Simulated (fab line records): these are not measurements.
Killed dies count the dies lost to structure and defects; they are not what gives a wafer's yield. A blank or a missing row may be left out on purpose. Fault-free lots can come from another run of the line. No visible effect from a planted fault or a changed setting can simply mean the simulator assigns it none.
fab line records || flow n5-finfet || part 2 of 2: steps 23 to 30 of 30
record: {"lots": 5, "wafers": 15, "last-day": 17}
route steps=1938 shown WELL_APT@49 PMOS_HMC_CHANNEL_EPI@57
lots with no fault: from the same line, run without faults
start-h: hours from the record's opening day to when the first of the lot's shown wafers began || wait-h: time in hours since the lot's previous step || " same as the row above || L1.1+2: one row covering several wafers at once || - no value, or no start given || * or withheld: withheld || < > ~ a bound
route shown NAME@n: NAME is a module with steps in the file, n the number in the route of the first one || usual: mean/standard deviation taken from wafers without a fault || same: alike in all rows || chamber/n: place in a boat || sites: each site's reading || _std_site: how widely they spread, as a standard deviation || _edge_site: the outer-site mean with the inner-site mean subtracted || radius-mm: how far each site lies from the wafer's centre || mask NAME#n: copy n || behind: the tool/chamber that last shaped the wafer || hold: what put the lot on hold/how long, in hours/how the hold closed || device: which transistor (n, p or np) failed to switch || end of line: at the end of the route, the tests of the same wafers || a step given without rows: its recipe and nothing more || killed: at the first sort, the dies lost to defects and structure; wafer yield is something else || map: a wafer's dies, x killed, . not, _ none there
set.NAME: the setting as run; set.NAME@STEP: as run at that earlier step || model.NAME: the simulator's own value behind a step, which no gauge read
lots at selected steps of the route; one table per step, one row per wafer
services: when a tool's chamber went out of use (start-h, in hours from the record's first day, below 0 if earlier), for how many hours, and the reason
== steps ==
step: N5_PMOS_HMC_CHANNEL_EPI_STRIP_33
recipe: {"chemistry": "N2/H2", "power-w": 500, "temp-c": 40, "pressure-mtorr": 50, "rf-frequency-hz": 6e+07, "overash-fraction": 0.3, "bias-power-w": 8, "h2-frac": 0.5, "n2-flow-sccm": 300, "h2-flow-sccm": 300}
usual: {"drypump-motor-current-A": "5.94/0.27", "h2-flow-sccm": "300.0/0.9", "oes-product-au": "0.79/0.089", "rf-vpp-V": "54.2/1.7", "showerhead-plenum-p-Torr": "3.40/0.096", "throttle-valve-pct": "18.7/0.36"}
{"lot.wafer": "L080.2", "tool": "rie-diel-03", "chamber": 2, "start-h": 53.51, "wait-h": 0.0, "drypump-motor-current-A": 6.07, "h2-flow-sccm": 300.3, "oes-product-au": 0.82, "rf-hours-counter-h": 50, "rf-vpp-V": 52.4, "showerhead-plenum-p-Torr": 3.43, "throttle-valve-pct": 19.0}
{"lot.wafer": "L080.4", "tool": "rie-diel-03", "chamber": 3, "start-h": 53.51, "wait-h": 0.0, "drypump-motor-current-A": 5.82, "h2-flow-sccm": 300.2, "oes-product-au": 0.72, "rf-hours-counter-h": 187, "rf-vpp-V": 55.7, "showerhead-plenum-p-Torr": 3.48, "throttle-valve-pct": 18.7}
{"lot.wafer": "L080.6", "tool": "rie-diel-03", "chamber": 0, "start-h": 53.51, "wait-h": 0.0, "drypump-motor-current-A": 5.74, "h2-flow-sccm": 299.1, "oes-product-au": 0.78, "rf-hours-counter-h": "-", "rf-vpp-V": 54.9, "showerhead-plenum-p-Torr": 3.22, "throttle-valve-pct": 18.6}
{"lot.wafer": "L085.2", "tool": "rie-diel-03", "chamber": 1, "start-h": 83.29, "wait-h": 0.0, "drypump-motor-current-A": 5.49, "h2-flow-sccm": 298.5, "oes-product-au": 0.72, "rf-hours-counter-h": 178, "rf-vpp-V": 54.8, "showerhead-plenum-p-Torr": 3.34, "throttle-valve-pct": 19.0}
{"lot.wafer": "L085.4", "tool": "rie-diel-03", "chamber": 2, "start-h": 83.29, "wait-h": 0.0, "drypump-motor-current-A": 6.04, "h2-flow-sccm": 299.4, "oes-product-au": 0.83, "rf-hours-counter-h": 59, "rf-vpp-V": 51.6, "showerhead-plenum-p-Torr": 3.42, "throttle-valve-pct": 19.0}
{"lot.wafer": "L085.5", "tool": "rie-diel-03", "chamber": 1, "start-h": 83.29, "wait-h": 0.0, "drypump-motor-current-A": 5.50, "h2-flow-sccm": 299.7, "oes-product-au": 0.72, "rf-hours-counter-h": "-", "rf-vpp-V": 57.0, "showerhead-plenum-p-Torr": 3.34, "throttle-valve-pct": 19.0}
{"lot.wafer": "L089.1", "tool": "rie-diel-06", "chamber": 1, "start-h": 108.75, "wait-h": 0.0, "drypump-motor-current-A": 6.49, "h2-flow-sccm": 300.2, "oes-product-au": 0.91, "rf-hours-counter-h": 34, "rf-vpp-V": 53.6, "showerhead-plenum-p-Torr": 3.39, "throttle-valve-pct": 18.5}
{"lot.wafer": "L089.3", "tool": "rie-diel-06", "chamber": 2, "start-h": 108.75, "wait-h": 0.0, "drypump-motor-current-A": 6.07, "h2-flow-sccm": 299.0, "oes-product-au": 0.72, "rf-hours-counter-h": 179, "rf-vpp-V": 53.7, "showerhead-plenum-p-Torr": 3.30, "throttle-valve-pct": 18.2}
{"lot.wafer": "L089.4", "tool": "rie-diel-06", "chamber": 0, "start-h": 108.75, "wait-h": 0.0, "drypump-motor-current-A": 5.81, "h2-flow-sccm": 299.5, "oes-product-au": 0.74, "rf-hours-counter-h": 153, "rf-vpp-V": 55.5, "showerhead-plenum-p-Torr": 3.54, "throttle-valve-pct": 19.0}
{"lot.wafer": "L091.1", "tool": "rie-diel-02", "chamber": 3, "start-h": 121.26, "wait-h": 0.0, "drypump-motor-current-A": 6.16, "h2-flow-sccm": 300.9, "oes-product-au": 0.67, "rf-hours-counter-h": 248, "rf-vpp-V": 51.8, "showerhead-plenum-p-Torr": 3.33, "throttle-valve-pct": 19.4}
{"lot.wafer": "L091.2", "tool": "rie-diel-02", "chamber": 1, "start-h": 121.26, "wait-h": 0.0, "drypump-motor-current-A": 6.02, "h2-flow-sccm": 299.6, "oes-product-au": 0.88, "rf-hours-counter-h": 42, "rf-vpp-V": 53.3, "showerhead-plenum-p-Torr": 3.54, "throttle-valve-pct": 18.2}
{"lot.wafer": "L091.3", "tool": "rie-diel-02", "chamber": 2, "start-h": 121.26, "wait-h": 0.0, "drypump-motor-current-A": 5.98, "h2-flow-sccm": 298.2, "oes-product-au": 0.76, "rf-hours-counter-h": 144, "rf-vpp-V": 52.8, "showerhead-plenum-p-Torr": 3.37, "throttle-valve-pct": 19.0}
{"lot.wafer": "L096.1", "tool": "rie-diel-03", "chamber": 2, "start-h": 150.12, "wait-h": 0.0, "drypump-motor-current-A": 6.06, "h2-flow-sccm": 299.4, "oes-product-au": 0.82, "rf-hours-counter-h": 77, "rf-vpp-V": 50.2, "showerhead-plenum-p-Torr": 3.41, "throttle-valve-pct": 19.1}
{"lot.wafer": "L096.2", "tool": "rie-diel-03", "chamber": 0, "start-h": 150.12, "wait-h": 0.0, "drypump-motor-current-A": 5.74, "h2-flow-sccm": 300.8, "oes-product-au": 0.77, "rf-hours-counter-h": 157, "rf-vpp-V": 53.1, "showerhead-plenum-p-Torr": 3.21, "throttle-valve-pct": 18.7}
{"lot.wafer": "L096.4", "tool": "rie-diel-03", "chamber": 1, "start-h": 150.12, "wait-h": 0.0, "drypump-motor-current-A": 5.49, "h2-flow-sccm": 298.2, "oes-product-au": 0.71, "rf-hours-counter-h": 197, "rf-vpp-V": 53.7, "showerhead-plenum-p-Torr": 3.33, "throttle-valve-pct": 19.1}
step: N5_PMOS_HMC_CHANNEL_EPI_STRIP_17
recipe: {"chemistry": "SPM", "time-s": 750, "temp-c": 130, "h2so4-h2o2-vol-ratio": 4, "dry": "ipa-marangoni"}
usual: {"bath-heat-duty-pct": "15.0/1.7"}
{"lot.wafer": "L080.2", "tool": "wet-bench-02", "chamber": 7, "start-h": 53.58, "wait-h": "-", "bath-heat-duty-pct": 15.8}
{"lot.wafer": "L080.4", "tool": "wet-bench-02", "chamber": 4, "start-h": 53.58, "wait-h": "-", "bath-heat-duty-pct": 16.9}
{"lot.wafer": "L080.6", "tool": "wet-bench-02", "chamber": 2, "start-h": 53.58, "wait-h": "-", "bath-heat-duty-pct": 13.7}
{"lot.wafer": "L085.2", "tool": "wet-bench-01", "chamber": 4, "start-h": 83.35, "wait-h": "-", "bath-heat-duty-pct": 15.2}
{"lot.wafer": "L085.4", "tool": "wet-bench-01", "chamber": 7, "start-h": 83.35, "wait-h": "-", "bath-heat-duty-pct": 15.9}
{"lot.wafer": "L085.5", "tool": "wet-bench-01", "chamber": 6, "start-h": 83.35, "wait-h": "-", "bath-heat-duty-pct": 16.2}
{"lot.wafer": "L089.1", "tool": "wet-bench-02", "chamber": 6, "start-h": 108.82, "wait-h": "-", "bath-heat-duty-pct": 15.9}
{"lot.wafer": "L089.3", "tool": "wet-bench-02", "chamber": 4, "start-h": 108.82, "wait-h": "-", "bath-heat-duty-pct": 15.5}
{"lot.wafer": "L089.4", "tool": "wet-bench-02", "chamber": 5, "start-h": 108.82, "wait-h": "-", "bath-heat-duty-pct": 15.7}
{"lot.wafer": "L091.1", "tool": "wet-bench-03", "chamber": 0, "start-h": 121.33, "wait-h": "-", "bath-heat-duty-pct": 16.5}
{"lot.wafer": "L091.2", "tool": "wet-bench-03", "chamber": 4, "start-h": 121.33, "wait-h": "-", "bath-heat-duty-pct": 13.4}
{"lot.wafer": "L091.3", "tool": "wet-bench-03", "chamber": 6, "start-h": 121.33, "wait-h": "-", "bath-heat-duty-pct": 14.3}
{"lot.wafer": "L096.1", "tool": "wet-bench-01", "chamber": 6, "start-h": 150.19, "wait-h": "-", "bath-heat-duty-pct": 17.4}
{"lot.wafer": "L096.2", "tool": "wet-bench-01", "chamber": 4, "start-h": 150.19, "wait-h": "-", "bath-heat-duty-pct": 15.3}
{"lot.wafer": "L096.4", "tool": "wet-bench-01", "chamber": 0, "start-h": 150.19, "wait-h": "-", "bath-heat-duty-pct": 15.0}
step: N5_PMOS_HMC_CHANNEL_EPI_ETCH_38
recipe: {"chemistry": "CF4", "target": "SiO2", "target-depth-a": 15, "ion-energy-ev": 350, "pressure-mtorr": 10, "icp-w": 800, "bias-w": 400, "cf4-flow-sccm": 80}
usual: {"drypump-motor-current-A": "5.7/0.41", "oes-product-au": "0.988/0.028", "rf-fwd-power-W": "786/4.2", "throttle-valve-pct": "21.80/0.26"}
{"lot.wafer": "L080.2", "tool": "rie-si-05", "chamber": 0, "start-h": 53.84, "wait-h": 0.0, "drypump-motor-current-A": 5.4, "oes-product-au": 1.000, "rf-fwd-power-W": 787, "rf-hours-counter-h": 34, "throttle-valve-pct": 21.85}
{"lot.wafer": "L080.4", "tool": "rie-si-05", "chamber": 2, "start-h": 53.84, "wait-h": 0.0, "drypump-motor-current-A": 5.9, "oes-product-au": 0.982, "rf-fwd-power-W": 780, "rf-hours-counter-h": 57, "throttle-valve-pct": 21.30}
{"lot.wafer": "L080.6", "tool": "rie-si-05", "chamber": 2, "start-h": 53.84, "wait-h": 0.0, "drypump-motor-current-A": 5.9, "oes-product-au": 0.988, "rf-fwd-power-W": 785, "rf-hours-counter-h": "-", "throttle-valve-pct": 21.29}
{"lot.wafer": "L085.2", "tool": "rie-si-02", "chamber": 1, "start-h": 83.59, "wait-h": 0.0, "drypump-motor-current-A": 6.0, "oes-product-au": 0.953, "rf-fwd-power-W": 793, "rf-hours-counter-h": 19, "throttle-valve-pct": 21.66}
{"lot.wafer": "L085.4", "tool": "rie-si-02", "chamber": 0, "start-h": 83.59, "wait-h": 0.0, "drypump-motor-current-A": 5.8, "oes-product-au": 1.010, "rf-fwd-power-W": 790, "rf-hours-counter-h": 128, "throttle-valve-pct": 21.55}
{"lot.wafer": "L085.5", "tool": "rie-si-02", "chamber": 3, "start-h": 83.59, "wait-h": 0.0, "drypump-motor-current-A": 5.2, "oes-product-au": 0.989, "rf-fwd-power-W": 784, "rf-hours-counter-h": "-", "throttle-valve-pct": 22.17}
{"lot.wafer": "L089.1", "tool": "rie-si-02", "chamber": 2, "start-h": 109.05, "wait-h": 0.0, "drypump-motor-current-A": 5.7, "oes-product-au": 0.953, "rf-fwd-power-W": 795, "rf-hours-counter-h": 127, "throttle-valve-pct": 21.94}
{"lot.wafer": "L089.3", "tool": "rie-si-02", "chamber": 3, "start-h": 109.05, "wait-h": 0.0, "drypump-motor-current-A": 5.2, "oes-product-au": 0.984, "rf-fwd-power-W": 787, "rf-hours-counter-h": 77, "throttle-valve-pct": 22.18}
{"lot.wafer": "L089.4", "tool": "rie-si-02", "chamber": 0, "start-h": 109.05, "wait-h": 0.0, "drypump-motor-current-A": 5.8, "oes-product-au": 1.019, "rf-fwd-power-W": 792, "rf-hours-counter-h": 128, "throttle-valve-pct": 21.55}
{"lot.wafer": "L091.1", "tool": "rie-si-02", "chamber": 2, "start-h": 121.57, "wait-h": 0.0, "drypump-motor-current-A": 5.7, "oes-product-au": 0.956, "rf-fwd-power-W": 786, "rf-hours-counter-h": 127, "throttle-valve-pct": 21.92}
{"lot.wafer": "L091.2", "tool": "rie-si-02", "chamber": 1, "start-h": 121.57, "wait-h": 0.0, "drypump-motor-current-A": 6.0, "oes-product-au": 0.966, "rf-fwd-power-W": 788, "rf-hours-counter-h": 20, "throttle-valve-pct": 21.65}
{"lot.wafer": "L091.3", "tool": "rie-si-02", "chamber": 0, "start-h": 121.57, "wait-h": 0.0, "drypump-motor-current-A": 5.8, "oes-product-au": 1.020, "rf-fwd-power-W": 791, "rf-hours-counter-h": 128, "throttle-valve-pct": 21.56}
{"lot.wafer": "L096.1", "tool": "rie-si-05", "chamber": 1, "start-h": 150.43, "wait-h": 0.0, "drypump-motor-current-A": 5.5, "oes-product-au": 1.025, "rf-fwd-power-W": 779, "rf-hours-counter-h": 154, "throttle-valve-pct": 21.85}
{"lot.wafer": "L096.2", "tool": "rie-si-05", "chamber": 2, "start-h": 150.43, "wait-h": 0.0, "drypump-motor-current-A": 5.9, "oes-product-au": 0.989, "rf-fwd-power-W": 781, "rf-hours-counter-h": 58, "throttle-valve-pct": 21.29}
{"lot.wafer": "L096.4", "tool": "rie-si-05", "chamber": 0, "start-h": 150.43, "wait-h": 0.0, "drypump-motor-current-A": 5.3, "oes-product-au": 0.997, "rf-fwd-power-W": 785, "rf-hours-counter-h": 35, "throttle-valve-pct": 21.85}
step: N5_PMOS_HMC_CHANNEL_EPI_FIN_RECESS_16
recipe: {"chemistry": "HBr/Cl2", "target": "Si", "mask-material": "SiO2", "target-depth-a": 540, "time-s": 18, "pressure-mtorr": 10, "icp-w": 800, "bias-w": 75, "HBr_flow_sccm": 150, "Cl2_flow_sccm": 80}
usual: {"drypump-motor-current-A": "5.7/0.41", "oes-product-au": "0.992/0.023", "rf-fwd-power-W": "795.7/2.9", "throttle-valve-pct": "35.5/0.47"}
{"lot.wafer": "L080.2", "tool": "rie-si-05", "chamber": 0, "start-h": 53.86, "wait-h": 0.0, "drypump-motor-current-A": 5.3, "oes-product-au": 1.005, "rf-fwd-power-W": 798.6, "rf-hours-counter-h": 34, "throttle-valve-pct": 35.5}
{"lot.wafer": "L080.4", "tool": "rie-si-05", "chamber": 2, "start-h": 53.86, "wait-h": 0.0, "drypump-motor-current-A": 5.9, "oes-product-au": 0.987, "rf-fwd-power-W": 794.8, "rf-hours-counter-h": 57, "throttle-valve-pct": 34.6}
{"lot.wafer": "L080.6", "tool": "rie-si-05", "chamber": 2, "start-h": 53.86, "wait-h": 0.0, "drypump-motor-current-A": 5.9, "oes-product-au": 0.995, "rf-fwd-power-W": 795.0, "rf-hours-counter-h": "-", "throttle-valve-pct": 34.6}
{"lot.wafer": "L085.2", "tool": "rie-si-02", "chamber": 1, "start-h": 83.61, "wait-h": 0.0, "drypump-motor-current-A": 6.1, "oes-product-au": 0.951, "rf-fwd-power-W": 791.2, "rf-hours-counter-h": 19, "throttle-valve-pct": 35.5}
{"lot.wafer": "L085.4", "tool": "rie-si-02", "chamber": 0, "start-h": 83.61, "wait-h": 0.0, "drypump-motor-current-A": 5.8, "oes-product-au": 1.002, "rf-fwd-power-W": 799.6, "rf-hours-counter-h": 128, "throttle-valve-pct": 35.2}
{"lot.wafer": "L085.5", "tool": "rie-si-02", "chamber": 3, "start-h": 83.61, "wait-h": 0.0, "drypump-motor-current-A": 5.2, "oes-product-au": 0.990, "rf-fwd-power-W": 793.9, "rf-hours-counter-h": "-", "throttle-valve-pct": 36.3}
{"lot.wafer": "L089.1", "tool": "rie-si-02", "chamber": 2, "start-h": 109.07, "wait-h": 0.0, "drypump-motor-current-A": 5.6, "oes-product-au": 0.967, "rf-fwd-power-W": 798.2, "rf-hours-counter-h": 127, "throttle-valve-pct": 35.4}
{"lot.wafer": "L089.3", "tool": "rie-si-02", "chamber": 3, "start-h": 109.07, "wait-h": 0.0, "drypump-motor-current-A": 5.2, "oes-product-au": 0.990, "rf-fwd-power-W": 794.1, "rf-hours-counter-h": 77, "throttle-valve-pct": 36.3}
{"lot.wafer": "L089.4", "tool": "rie-si-02", "chamber": 0, "start-h": 109.07, "wait-h": 0.0, "drypump-motor-current-A": 5.8, "oes-product-au": 1.008, "rf-fwd-power-W": 801.8, "rf-hours-counter-h": 128, "throttle-valve-pct": 35.2}
{"lot.wafer": "L091.1", "tool": "rie-si-02", "chamber": 2, "start-h": 121.59, "wait-h": 0.0, "drypump-motor-current-A": 5.6, "oes-product-au": 0.958, "rf-fwd-power-W": 798.1, "rf-hours-counter-h": 127, "throttle-valve-pct": 35.4}
{"lot.wafer": "L091.2", "tool": "rie-si-02", "chamber": 1, "start-h": 121.59, "wait-h": 0.0, "drypump-motor-current-A": 6.1, "oes-product-au": 0.962, "rf-fwd-power-W": 793.3, "rf-hours-counter-h": 20, "throttle-valve-pct": 35.4}
{"lot.wafer": "L091.3", "tool": "rie-si-02", "chamber": 0, "start-h": 121.59, "wait-h": 0.0, "drypump-motor-current-A": 5.8, "oes-product-au": 1.025, "rf-fwd-power-W": 800.4, "rf-hours-counter-h": 128, "throttle-valve-pct": 35.2}
{"lot.wafer": "L096.1", "tool": "rie-si-05", "chamber": 1, "start-h": 150.45, "wait-h": 0.0, "drypump-motor-current-A": 5.5, "oes-product-au": 1.023, "rf-fwd-power-W": 794.0, "rf-hours-counter-h": 154, "throttle-valve-pct": 35.7}
{"lot.wafer": "L096.2", "tool": "rie-si-05", "chamber": 2, "start-h": 150.45, "wait-h": 0.0, "drypump-motor-current-A": 5.9, "oes-product-au": 0.995, "rf-fwd-power-W": 791.4, "rf-hours-counter-h": 58, "throttle-valve-pct": 34.6}
{"lot.wafer": "L096.4", "tool": "rie-si-05", "chamber": 0, "start-h": 150.45, "wait-h": 0.0, "drypump-motor-current-A": 5.3, "oes-product-au": 0.984, "rf-fwd-power-W": 795.0, "rf-hours-counter-h": 35, "throttle-valve-pct": 35.5}
step: N5_PMOS_HMC_CHANNEL_EPI_PRECLEAN_36
recipe: {"chemistry": "O3/DIW", "time-s": 45, "temp-c": 22, "o3-ppm": 10}
usual: {"bath-heat-duty-pct": "2.4/0.42"}
{"lot.wafer": "L080.2", "tool": "wet-bench-03", "chamber": 0, "start-h": 53.95, "wait-h": 0.1, "bath-heat-duty-pct": 2.4}
{"lot.wafer": "L080.4", "tool": "wet-bench-03", "chamber": 1, "start-h": 53.95, "wait-h": 0.1, "bath-heat-duty-pct": 2.5}
{"lot.wafer": "L080.6", "tool": "wet-bench-03", "chamber": 4, "start-h": 53.95, "wait-h": 0.1, "bath-heat-duty-pct": 1.9}
{"lot.wafer": "L085.2", "tool": "wet-bench-03", "chamber": 1, "start-h": 83.71, "wait-h": 0.1, "bath-heat-duty-pct": 2.5}
{"lot.wafer": "L085.4", "tool": "wet-bench-03", "chamber": 4, "start-h": 83.71, "wait-h": 0.1, "bath-heat-duty-pct": 2.5}
{"lot.wafer": "L085.5", "tool": "wet-bench-03", "chamber": 2, "start-h": 83.71, "wait-h": 0.1, "bath-heat-duty-pct": 2.9}
{"lot.wafer": "L089.1", "tool": "wet-bench-02", "chamber": 4, "start-h": 109.18, "wait-h": 0.1, "bath-heat-duty-pct": 2.7}
{"lot.wafer": "L089.3", "tool": "wet-bench-02", "chamber": 7, "start-h": 109.18, "wait-h": 0.1, "bath-heat-duty-pct": 3.0}
{"lot.wafer": "L089.4", "tool": "wet-bench-02", "chamber": 5, "start-h": 109.18, "wait-h": 0.1, "bath-heat-duty-pct": 1.8}
{"lot.wafer": "L091.1", "tool": "wet-bench-01", "chamber": 1, "start-h": 121.69, "wait-h": 0.1, "bath-heat-duty-pct": 2.5}
{"lot.wafer": "L091.2", "tool": "wet-bench-01", "chamber": 0, "start-h": 121.69, "wait-h": 0.1, "bath-heat-duty-pct": 2.7}
{"lot.wafer": "L091.3", "tool": "wet-bench-01", "chamber": 3, "start-h": 121.69, "wait-h": 0.1, "bath-heat-duty-pct": 2.9}
{"lot.wafer": "L096.1", "tool": "wet-bench-03", "chamber": 0, "start-h": 150.55, "wait-h": 0.1, "bath-heat-duty-pct": 2.8}
{"lot.wafer": "L096.2", "tool": "wet-bench-03", "chamber": 2, "start-h": 150.55, "wait-h": 0.1, "bath-heat-duty-pct": 2.3}
{"lot.wafer": "L096.4", "tool": "wet-bench-03", "chamber": 7, "start-h": 150.55, "wait-h": 0.1, "bath-heat-duty-pct": 1.4}
step: N5_PMOS_HMC_CHANNEL_EPI_PRECLEAN_18
recipe: {"chemistry": "DHF", "time-s": 30, "temp-c": 25, "dilution": "withheld"}
{"lot.wafer": "L080.2+4+6", "tool": "wet-bench-03", "chamber": "0,1,4", "start-h": 53.97, "wait-h": 0.0}
{"lot.wafer": "L085.2+4+5", "tool": "wet-bench-03", "chamber": "1,4,2", "start-h": 83.73, "wait-h": 0.0}
{"lot.wafer": "L089.1+3+4", "tool": "wet-bench-02", "chamber": "4,7,5", "start-h": 109.19, "wait-h": 0.0}
{"lot.wafer": "L091.1+2+3", "tool": "wet-bench-01", "chamber": "1,0,3", "start-h": 121.70, "wait-h": 0.0}
{"lot.wafer": "L096.1+2+4", "tool": "wet-bench-03", "chamber": "0,2,7", "start-h": 150.56, "wait-h": 0.0}
step: N5_PMOS_HMC_CHANNEL_EPI_SRD_19
recipe: {"dry": "ipa-marangoni", "do-ppb": 5, "time-s": 30, "temp-c": 23, "rinse-liquid": "diw"}
usual: {"bath-heat-duty-pct": "3.7/0.54", "do-ppb": "5.00/0.047"}
{"lot.wafer": "L080.2", "tool": "wet-bench-03", "chamber": 0, "start-h": 53.98, "wait-h": 0.0, "bath-heat-duty-pct": 4.4, "do-ppb": 4.97}
{"lot.wafer": "L080.4", "tool": "wet-bench-03", "chamber": 1, "start-h": 53.98, "wait-h": 0.0, "bath-heat-duty-pct": 3.4, "do-ppb": 5.11}
{"lot.wafer": "L080.6", "tool": "wet-bench-03", "chamber": 4, "start-h": 53.98, "wait-h": 0.0, "bath-heat-duty-pct": 3.1, "do-ppb": 4.90}
{"lot.wafer": "L085.2", "tool": "wet-bench-03", "chamber": 1, "start-h": 83.73, "wait-h": 0.0, "bath-heat-duty-pct": 4.0, "do-ppb": 5.04}
{"lot.wafer": "L085.4", "tool": "wet-bench-03", "chamber": 4, "start-h": 83.73, "wait-h": 0.0, "bath-heat-duty-pct": 3.7, "do-ppb": 4.97}
{"lot.wafer": "L085.5", "tool": "wet-bench-03", "chamber": 2, "start-h": 83.73, "wait-h": 0.0, "bath-heat-duty-pct": 3.5, "do-ppb": 4.93}
{"lot.wafer": "L089.1", "tool": "wet-bench-02", "chamber": 4, "start-h": 109.20, "wait-h": 0.0, "bath-heat-duty-pct": 3.7, "do-ppb": 5.00}
{"lot.wafer": "L089.3", "tool": "wet-bench-02", "chamber": 7, "start-h": 109.20, "wait-h": 0.0, "bath-heat-duty-pct": 4.0, "do-ppb": 5.02}
{"lot.wafer": "L089.4", "tool": "wet-bench-02", "chamber": 5, "start-h": 109.20, "wait-h": 0.0, "bath-heat-duty-pct": 4.1, "do-ppb": 4.96}
{"lot.wafer": "L091.1", "tool": "wet-bench-01", "chamber": 1, "start-h": 121.71, "wait-h": 0.0, "bath-heat-duty-pct": 2.7, "do-ppb": 4.95}
{"lot.wafer": "L091.2", "tool": "wet-bench-01", "chamber": 0, "start-h": 121.71, "wait-h": 0.0, "bath-heat-duty-pct": 3.8, "do-ppb": 4.96}
{"lot.wafer": "L091.3", "tool": "wet-bench-01", "chamber": 3, "start-h": 121.71, "wait-h": 0.0, "bath-heat-duty-pct": 4.0, "do-ppb": 5.04}
{"lot.wafer": "L096.1", "tool": "wet-bench-03", "chamber": 0, "start-h": 150.57, "wait-h": 0.0, "bath-heat-duty-pct": 4.6, "do-ppb": 5.04}
{"lot.wafer": "L096.2", "tool": "wet-bench-03", "chamber": 2, "start-h": 150.57, "wait-h": 0.0, "bath-heat-duty-pct": 4.1, "do-ppb": 4.99}
{"lot.wafer": "L096.4", "tool": "wet-bench-03", "chamber": 7, "start-h": 150.57, "wait-h": 0.0, "bath-heat-duty-pct": 3.2, "do-ppb": 4.96}
step: N5_PMOS_HMC_CHANNEL_EPI_EPI_20
recipe: {"material": "SiGe30", "mask-material": "SiO2", "pressure-torr": 20, "target-thk-a": 590, "temp-c": 600}
usual: {"susceptor-temp-C": "599.94/0.29"}
{"lot.wafer": "L080.2", "tool": "epi-rpcvd-04", "chamber": 0, "start-h": 54.23, "wait-h": 0.2, "susceptor-temp-C": 600.26}
{"lot.wafer": "L080.4", "tool": "epi-rpcvd-04", "chamber": 0, "start-h": 54.23, "wait-h": 0.2, "susceptor-temp-C": 600.49}
{"lot.wafer": "L080.6", "tool": "epi-rpcvd-04", "chamber": 0, "start-h": 54.23, "wait-h": 0.2, "susceptor-temp-C": 599.76}
{"lot.wafer": "L085.2", "tool": "epi-rpcvd-01", "chamber": 0, "start-h": 83.99, "wait-h": 0.2, "susceptor-temp-C": 599.86}
{"lot.wafer": "L085.4", "tool": "epi-rpcvd-01", "chamber": 0, "start-h": 83.99, "wait-h": 0.2, "susceptor-temp-C": 599.74}
{"lot.wafer": "L085.5", "tool": "epi-rpcvd-01", "chamber": 0, "start-h": 83.99, "wait-h": 0.2, "susceptor-temp-C": 599.79}
{"lot.wafer": "L089.1", "tool": "epi-rpcvd-04", "chamber": 0, "start-h": 109.25, "wait-h": 0.0, "susceptor-temp-C": 599.88}
{"lot.wafer": "L089.3", "tool": "epi-rpcvd-04", "chamber": 0, "start-h": 109.25, "wait-h": 0.0, "susceptor-temp-C": 599.57}
{"lot.wafer": "L089.4", "tool": "epi-rpcvd-04", "chamber": 0, "start-h": 109.25, "wait-h": 0.0, "susceptor-temp-C": 600.03}
{"lot.wafer": "L091.1", "tool": "epi-rpcvd-03", "chamber": 0, "start-h": 121.76, "wait-h": 0.0, "susceptor-temp-C": 599.96}
{"lot.wafer": "L091.2", "tool": "epi-rpcvd-03", "chamber": 0, "start-h": 121.76, "wait-h": 0.0, "susceptor-temp-C": 599.67}
{"lot.wafer": "L091.3", "tool": "epi-rpcvd-03", "chamber": 0, "start-h": 121.76, "wait-h": 0.0, "susceptor-temp-C": 599.84}
{"lot.wafer": "L096.1", "tool": "epi-rpcvd-04", "chamber": 0, "start-h": 150.62, "wait-h": 0.0, "susceptor-temp-C": 599.84}
{"lot.wafer": "L096.2", "tool": "epi-rpcvd-04", "chamber": 0, "start-h": 150.62, "wait-h": 0.0, "susceptor-temp-C": 599.88}
{"lot.wafer": "L096.4", "tool": "epi-rpcvd-04", "chamber": 0, "start-h": 150.62, "wait-h": 0.0, "susceptor-temp-C": 600.15}
== services ==
{"tool": "pecvd-01", "chamber": 0, "start-h": 34.81, "hours": 5.9, "kind": "repair"}
{"tool": "rie-si-05", "chamber": "-", "start-h": 38.59, "hours": 4.3, "kind": "pm"}
{"tool": "arfi-scanner-03", "chamber": "-", "start-h": 39.92, "hours": 0.8, "kind": "pm"}
{"tool": "rie-diel-02", "chamber": 3, "start-h": 44.06, "hours": 5.9, "kind": "repair"}
{"tool": "rie-diel-03", "chamber": 0, "start-h": 47.69, "hours": 2.1, "kind": "repair"}
{"tool": "arfi-scanner-03", "chamber": "-", "start-h": 53.24, "hours": 11.8, "kind": "repair"}
{"tool": "rie-diel-06", "chamber": 2, "start-h": 58.47, "hours": 8.6, "kind": "repair"}
{"tool": "arfi-scanner-02", "chamber": "-", "start-h": 61.78, "hours": 14.7, "kind": "repair"}
{"tool": "pecvd-03", "chamber": "-", "start-h": 68.29, "hours": 1.2, "kind": "repair"}
{"tool": "arfi-scanner-03", "chamber": "-", "start-h": 72.44, "hours": 7.3, "kind": "repair"}
{"tool": "arfi-scanner-02", "chamber": "-", "start-h": 76.52, "hours": 1.3, "kind": "pm"}
{"tool": "arfi-scanner-02", "chamber": "-", "start-h": 77.82, "hours": 4.9, "kind": "pm"}
{"tool": "arfi-scanner-03", "chamber": "-", "start-h": 80.71, "hours": 9.2, "kind": "repair"}
{"tool": "rie-diel-02", "chamber": 0, "start-h": 84.26, "hours": 23.0, "kind": "repair"}
{"tool": "arfi-scanner-01", "chamber": "-", "start-h": 102.15, "hours": 1.0, "kind": "pm"}
{"tool": "arfi-scanner-03", "chamber": "-", "start-h": 103.00, "hours": 0.2, "kind": "repair"}
{"tool": "wet-bench-01", "chamber": "-", "start-h": 108.82, "hours": 2.7, "kind": "repair"}
{"tool": "arfi-scanner-03", "chamber": "-", "start-h": 111.13, "hours": 4.9, "kind": "pm"}
{"tool": "arfi-scanner-02", "chamber": "-", "start-h": 112.49, "hours": 1.0, "kind": "pm"}
{"tool": "arfi-scanner-03", "chamber": "-", "start-h": 126.73, "hours": 8.7, "kind": "repair"}
{"tool": "wet-bench-04", "chamber": "-", "start-h": 138.86, "hours": 4.6, "kind": "repair"}
{"tool": "arfi-scanner-02", "chamber": "-", "start-h": 139.15, "hours": 0.8, "kind": "pm"}
{"tool": "arfi-scanner-03", "chamber": "-", "start-h": 143.36, "hours": 1.3, "kind": "pm"}
{"tool": "pecvd-01", "chamber": 1, "start-h": 151.35, "hours": 5.3, "kind": "repair"}
